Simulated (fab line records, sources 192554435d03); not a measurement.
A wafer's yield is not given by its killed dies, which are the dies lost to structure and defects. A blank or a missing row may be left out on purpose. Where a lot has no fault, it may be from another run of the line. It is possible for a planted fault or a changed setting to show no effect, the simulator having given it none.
fab line records | flow n5_finfet
[record] lots = 7 | wafers = 39
route steps=1938 shown WELL_APT@26 FIN_SAQP@138 SD_EPI_N@269 HKMG_FIN@412 MOL_CONTACT_COAG@562 BEOL_M1@753 BEOL_M4@1098
start_h: hours from the record's opening day to when the first of the lot's shown wafers began | wait_h: time in hours since the lot's previous step | " unchanged from the row above | L1.1+2: several wafers, shown together as one row | - no value, or no start was given | * or withheld: withheld | < > ~ a bound
route shown NAME@n: a module of which the file shows steps, and the number in the route of the first | usual: mean and standard deviation over wafers with no fault | same: alike in all rows | chamber/n: place in a boat | sites: per-site readings | _std_site: their standard deviation | _edge_site: the outer-site mean with the inner-site mean subtracted | radius_mm: for every site, how far away it sits from the centre of the wafer | mask NAME#n: copy n | behind: the last tool/chamber to shape the wafer | hold: why the lot went on hold/how many hours it stayed there/how the hold came to an end | device: transistor that didn't switch, given as n, p or np | end of line: the route-end tests of the same wafers | a step without rows: its recipe alone | killed: at the first sort, the dies lost to defects and structure; wafer yield is something else | map: shows each die of a wafer: x if killed, . if not, _ if none is there
set.NAME: setting as actually run; set.NAME@STEP: the setting as run at that earlier step | model.NAME: the simulator's own value behind a step, which no gauge read
lots whose settings were changed on purpose; a table a step, a row a wafer
[[steps]]
[step N5_WELL_APT_DEVELOP_07]
[recipe] develop_time_s = 45 | rinse_liquid = surfactant_rinse | dry = air_spin | dev_temp_c = 21
[step N5_FIN_SAQP_SPACER2_ALD_28]
[recipe] material = SiO2 | target_thk_a = 81 | temp_c = 300 | ald_precursor_family = BDEAS | ald_co_reactant = O2-plasma | pulse_time_s = 1 | purge_time_s = 2 | co_reactant_purge_time_s = 2 | pressure_torr = 2
[step N5_SD_EPI_N_DEVELOP_08]
[recipe] develop_time_s = 30 | developer = TMAH | resist = CAR-ArF-block | dev_temp_c = 23 | rinse_liquid = diw | dry = air_spin
[step N5_HKMG_FIN_ALD_79]
[recipe] material = TiN | target_thk_a = 15 | temp_c = 400 | ald_precursor_family = TiCl4 | ald_co_reactant = NH3 | pulse_time_s = 1 | purge_time_s = 3 | co_reactant_purge_time_s = 2 | co_reactant_pulse_time_s = 2 | ald_cycles = 68 | pressure_torr = 3
[step N5_MOL_CONTACT_COAG_ALD_123]
[recipe] material = SiNx | target_thk_a = 50 | temp_c = 400 | ald_precursor_family = SiH2I2 | ald_co_reactant = N2/H2-plasma | pulse_time_s = 1 | purge_time_s = 2 | co_reactant_purge_time_s = 2 | ald_cycles = 100 | pressure_torr = 2
[step N5_BEOL_M1_PECVD_72]
[recipe] material = SiO2 | target_thk_a = 160 | temp_c = 400 | precursor = TEOS/O2 | pressure_torr = 5.5 | rf_w = 450 | teos_flow_sccm = 53.8 | gas = O2 | flow_sccm = 3000 | time_s = 18
[step N5_BEOL_M1_SPUTTER_86]
[recipe] material = Cu | target_thk_a = 45 | temp_c = -20 | chamber_pressure_pa = 0.07 | power_w = withheld | time_s = 8.29
[step N5_BEOL_M4_SPUTTER_94]
[step N5_BEOL_M4_RC_MEAS_101]
[usual] DIBL_P = 36.6/1.9 | VT_N = 250.1/2.4 | VT_N_LVT = 98.8/2.5 | VT_P_LVT = -98.9/2.6
lot.wafer | tool      | chamber | start_h | wait_h | set.develop_time_s@WELL_APT_DEVELOP_07 | set.target_thk_a@FIN_SAQP_SPACER2_ALD_28 | set.develop_time_s@SD_EPI_N_DEVELOP_08 | set.co_reactant_pulse_time_s@HKMG_FIN_ALD_79 | set.ald_cycles@MOL_CONTACT_COAG_ALD_123 | set.time_s@BEOL_M1_PECVD_72 | set.target_thk_a@BEOL_M1_SPUTTER_86 | set.time_s@BEOL_M4_SPUTTER_94 | DIBL_P[mV/V] | VT_N[mV] | VT_N_LVT[mV] | VT_P_LVT[mV]
L081.1    | prober-01 | 0       | 208.23  | 0.0    | 45                                     | 53.79                                    | 25.06                                  | 2.767                                        | 50                                      | 22.46                       | 22.74                               | 12.33                         | 15.7         | 288.1    | 137.8        | -123.2
L081.2    | "         | 0       | "       | "      | 45                                     | 53.79                                    | 30                                     | 2.767                                        | 100                                     | 22.46                       | 22.74                               | 8.29                          | 14.6         | 287.8    | 137.2        | -123.0
L081.3    | "         | 0       | "       | "      | 61.62                                  | 81                                       | 30                                     | 2.767                                        | 100                                     | 18                          | 45                                  | 12.33                         | 40.1         | 244.2    | 95.3         | -96.4
L081.4    | "         | 0       | "       | "      | 45                                     | 81                                       | 25.06                                  | 2                                            | 100                                     | 18                          | 45                                  | 8.29                          | 37.6         | 248.2    | 99.6         | -98.6
L081.5    | "         | 0       | "       | "      | 61.62                                  | 81                                       | 30                                     | 2                                            | 50                                      | 22.46                       | 45                                  | 8.29                          | 40.0         | 248.7    | 96.2         | -97.0
L081.6    | "         | 0       | "       | "      | 61.62                                  | 53.79                                    | 25.06                                  | 2                                            | 50                                      | 18                          | 22.74                               | 12.33                         | 15.1         | 289.1    | 138.4        | -122.6
L084.4    | prober-02 | 0       | 231.16  | 0.5    | 45                                     | 81                                       | 30                                     | 2                                            | 100                                     | 18                          | 45                                  | 8.29                          | 35.1         | 253.2    | 100.6        | -97.8
L084.5    | "         | 0       | "       | "      | 45                                     | 81                                       | 30                                     | 2                                            | 100                                     | 18                          | 45                                  | 8.29                          | 33.9         | 255.6    | 103.7        | -99.8
L084.6    | "         | 0       | "       | "      | 45                                     | 81                                       | 30                                     | 2                                            | 100                                     | 18                          | 45                                  | 8.29                          | 35.3         | 252.6    | 99.8         | -99.2
L085.1    | prober-02 | 0       | 236.97  | 0.0    | 57.85                                  | 81                                       | 14.13                                  | 1.66                                         | 100                                     | 18                          | 20.09                               | 4.588                         | 34.6         | 253.6    | 101.4        | -102.8
L085.2    | "         | 0       | "       | "      | 57.85                                  | 122.9                                    | 14.13                                  | 1.66                                         | 100                                     | 10.4                        | 45                                  | 8.29                          | 73.4         | 189.4    | 36.3         | -61.6
L085.3    | "         | 0       | "       | "      | 45                                     | 122.9                                    | 30                                     | 1.66                                         | 100                                     | 18                          | 45                                  | 8.29                          | 74.4         | 188.2    | 37.0         | -61.2
L085.4    | "         | 0       | "       | "      | 57.85                                  | 81                                       | 30                                     | 2                                            | 100                                     | 10.4                        | 45                                  | 4.588                         | 37.2         | 250.2    | 99.5         | -101.1
L085.5    | "         | 0       | "       | "      | 45                                     | 122.9                                    | 14.13                                  | 2                                            | 100                                     | 18                          | 20.09                               | 4.588                         | 70.7         | 193.7    | 41.0         | -64.0
L085.6    | "         | 0       | "       | "      | 45                                     | 81                                       | 30                                     | 2                                            | 100                                     | 10.4                        | 20.09                               | 8.29                          | 38.0         | 251.8    | 97.9         | -99.8
L091.1    | prober-01 | 0       | 268.67  | 0.0    | 60.45                                  | 81                                       | 20.97                                  | 2.74                                         | 100                                     | 21.7                        | 45                                  | 5.14                          | 37.4         | 249.8    | 99.2         | -99.5
L091.2    | "         | 0       | "       | "      | 60.45                                  | 81                                       | 30                                     | 2                                            | 100                                     | 18                          | 45                                  | 8.29                          | 40.0         | 247.5    | 95.6         | -96.8
L091.3    | "         | 0       | "       | "      | 45                                     | 81                                       | 30                                     | 2                                            | 100                                     | 21.7                        | 28.56                               | 5.14                          | 40.0         | 245.3    | 95.9         | -96.6
L091.4    | "         | 0       | "       | "      | 45                                     | 81                                       | 30                                     | 2.74                                         | 100                                     | 18                          | 45                                  | 8.29                          | 38.8         | 247.7    | 96.7         | -97.7
L091.5    | "         | 0       | "       | "      | 60.45                                  | 81                                       | 20.97                                  | 2                                            | 100                                     | 18                          | 28.56                               | 5.14                          | 37.3         | 250.2    | 99.9         | -99.9
L091.6    | "         | 0       | "       | "      | 45                                     | 81                                       | 20.97                                  | 2.74                                         | 100                                     | 21.7                        | 28.56                               | 8.29                          | 37.9         | 250.0    | 99.6         | -99.0
L090.1    | prober-01 | 0       | 273.76  | 0.0    | 22.36                                  | 81                                       | 45.12                                  | 1.564                                        | 100                                     | 18                          | 45                                  | 4.489                         | 37.4         | 249.9    | 102.0        | -100.4
L090.2    | "         | 0       | "       | "      | 45                                     | 81                                       | 45.12                                  | 1.564                                        | 100                                     | 27.84                       | 45                                  | 4.489                         | 36.7         | 250.6    | 103.2        | -100.6
L090.3    | "         | 0       | "       | "      | 45                                     | 81                                       | 30                                     | 2                                            | 100                                     | 27.84                       | 45                                  | 8.29                          | 37.2         | 249.9    | 102.8        | -99.1
L090.4    | "         | 0       | "       | "      | 22.36                                  | 119.2                                    | 45.12                                  | 2                                            | 100                                     | 27.84                       | 45                                  | 8.29                          | 67.1         | 199.7    | 50.3         | -67.9
L090.5    | "         | 0       | "       | "      | 22.36                                  | 119.2                                    | 30                                     | 2                                            | 100                                     | 18                          | 45                                  | 4.489                         | 71.0         | 193.2    | 44.7         | -63.0
L090.6    | "         | 0       | "       | "      | 45                                     | 119.2                                    | 30                                     | 1.564                                        | 100                                     | 18                          | 45                                  | 8.29                          | 70.7         | 194.2    | 45.8         | -64.8
L096.1    | prober-01 | 0       | 297.26  | 0.0    | 69.34                                  | 81                                       | 30                                     | 2                                            | 100                                     | 18                          | 18.98                               | 8.29                          | 35.6         | 250.0    | 97.1         | -99.4
L096.2    | "         | 0       | "       | "      | 69.34                                  | 81                                       | 30                                     | 2                                            | 121                                     | 18                          | 18.98                               | 8.29                          | 33.7         | 252.5    | 99.1         | -101.7
L096.3    | "         | 0       | "       | "      | 45                                     | 81                                       | 30                                     | 2                                            | 100                                     | 18                          | 45                                  | 8.29                          | 34.3         | 252.7    | 97.7         | -100.8
L096.4    | "         | 0       | "       | "      | 69.34                                  | 81                                       | 30                                     | 2                                            | 121                                     | 18                          | 45                                  | 8.29                          | 35.5         | 249.9    | 97.3         | -97.1
L096.5    | "         | 0       | "       | "      | 45                                     | 81                                       | 30                                     | 2                                            | 100                                     | 18                          | 45                                  | 8.29                          | 33.9         | 252.5    | 99.8         | -100.4
L096.6    | "         | 0       | "       | "      | 45                                     | 81                                       | 30                                     | 2                                            | 121                                     | 18                          | 18.98                               | 8.29                          | 34.8         | 251.6    | 97.9         | -99.8
L097.1    | prober-02 | 0       | 308.25  | 0.0    | 65.88                                  | 81                                       | 30                                     | 2                                            | 100                                     | 18                          | 45                                  | 11.16                         | 34.4         | 252.8    | 100.5        | -106.3
L097.2    | "         | 0       | "       | "      | 45                                     | 62.83                                    | 14.13                                  | 2                                            | 100                                     | 9.978                       | 45                                  | 8.29                          | 20.2         | 278.3    | 126.3        | -122.5
L097.3    | "         | 0       | "       | "      | 65.88                                  | 62.83                                    | 14.13                                  | 2                                            | 100                                     | 9.978                       | 45                                  | 11.16                         | 21.8         | 275.5    | 123.1        | -120.6
L097.4    | "         | 0       | "       | "      | 45                                     | 62.83                                    | 30                                     | 2                                            | 100                                     | 18                          | 45                                  | 11.16                         | 21.7         | 274.9    | 124.2        | -120.0
L097.5    | "         | 0       | "       | "      | 45                                     | 81                                       | 14.13                                  | 2                                            | 100                                     | 18                          | 45                                  | 8.29                          | 38.1         | 247.3    | 95.9         | -103.1
L097.6    | "         | 0       | "       | "      | 65.88                                  | 81                                       | 30                                     | 2                                            | 100                                     | 9.978                       | 45                                  | 8.29                          | 38.3         | 247.1    | 97.2         | -103.2
[[key]]
[split] step = N5_WELL_APT_DEVELOP_07 | setting = develop_time_s | stated_as = 45
response none clear
[split] step = N5_FIN_SAQP_SPACER2_ALD_28 | setting = target_thk_a | stated_as = 81
[response] step = N5_BEOL_M4_RC_MEAS_101 | reading = VT_N_LVT | slope = -1.19 | per = 1% | together_with = all | explained = 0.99
[response] step = N5_BEOL_M4_RC_MEAS_101 | reading = VT_N | slope = -1.18 | per = 1% | together_with = all | explained = 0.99
[response] step = N5_BEOL_M4_RC_MEAS_101 | reading = DIBL_P | slope = +0.698 | per = 1% | together_with = all | explained = 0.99
[response] step = N5_BEOL_M4_RC_MEAS_101 | reading = VT_P_LVT | slope = +0.743 | per = 1% | together_with = all | explained = 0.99
[split] step = N5_SD_EPI_N_DEVELOP_08 | setting = develop_time_s | stated_as = 30
response none clear
[split] step = N5_HKMG_FIN_ALD_79 | setting = co_reactant_pulse_time_s | stated_as = 2
response none clear
[split] step = N5_MOL_CONTACT_COAG_ALD_123 | setting = ald_cycles | stated_as = 100
response none clear
[split] step = N5_BEOL_M1_PECVD_72 | setting = time_s | stated_as = 18
response none clear
[split] step = N5_BEOL_M1_SPUTTER_86 | setting = target_thk_a | stated_as = 45
response none clear
[split] step = N5_BEOL_M4_SPUTTER_94 | setting = time_s | stated_as = 8.29
response none clear
